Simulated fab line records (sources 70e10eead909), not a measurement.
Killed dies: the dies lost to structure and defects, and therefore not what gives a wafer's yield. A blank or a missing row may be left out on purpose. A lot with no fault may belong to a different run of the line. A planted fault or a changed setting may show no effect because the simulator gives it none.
Chamber matching / flow nand_harc / NHARC_A_CONTACT_DEP_58 on pecvd-03: 3 sister chambers
The step deposits SiON, target thk 90 nm. 3 wafers are shown with their chamber, then 8 later ones without.

== WAFERS PAIRED WITH THEIR CHAMBERS ==
wafer=L082.2; chamber=0; heater_power_w (W)=661
wafer=L082.6; chamber=1; heater_power_w (W)=853
wafer=L087.2; chamber=2; heater_power_w (W)=818

== WAFERS WITHOUT THEIR CHAMBER ==
wafer=L087.4; heater_power_w (W)=747
wafer=L087.5; heater_power_w (W)=886
wafer=L090.2; heater_power_w (W)=895
wafer=L090.3; heater_power_w (W)=729
wafer=L090.6; heater_power_w (W)=798
wafer=L093.1; heater_power_w (W)=749
wafer=L093.4; heater_power_w (W)=747
wafer=L093.5; heater_power_w (W)=756

== CHAMBER TAKEN BY EACH ==
wafer=L087.4; from the rows above=can't be placed: 2 or 0 or 1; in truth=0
wafer=L087.5; from the rows above=can't be placed: 1 or 2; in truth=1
wafer=L090.2; from the rows above=can't be placed: 1 or 2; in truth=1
wafer=L090.3; from the rows above=can't be placed: 0 or 2 or 1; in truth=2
wafer=L090.6; from the rows above=can't be placed: 2 or 1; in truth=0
wafer=L093.1; from the rows above=can't be placed: 2 or 0 or 1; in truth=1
wafer=L093.4; from the rows above=can't be placed: 2 or 0 or 1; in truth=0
wafer=L093.5; from the rows above=can't be placed: 2 or 0 or 1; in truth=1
0 of 8 placed correctly. Can't be placed from these rows: 8 (the true chamber is among the candidates in 7). 0 placed wrongly.
How it was worked out, from the rows above alone: a wafer's distance from a chamber is the root of the sum, over the readings, of the square of ((its reading less the chamber's mean) divided by the reading's scatter). The wafer belongs to the nearest chamber; if the next one is less than 2 further off, it can't be placed. Each chamber's mean is taken over the wafers shown for it. The scatter (one wafer shown for each chamber): square how far every hidden wafer sits from the nearest shown wafer, average those squares and take the square root.
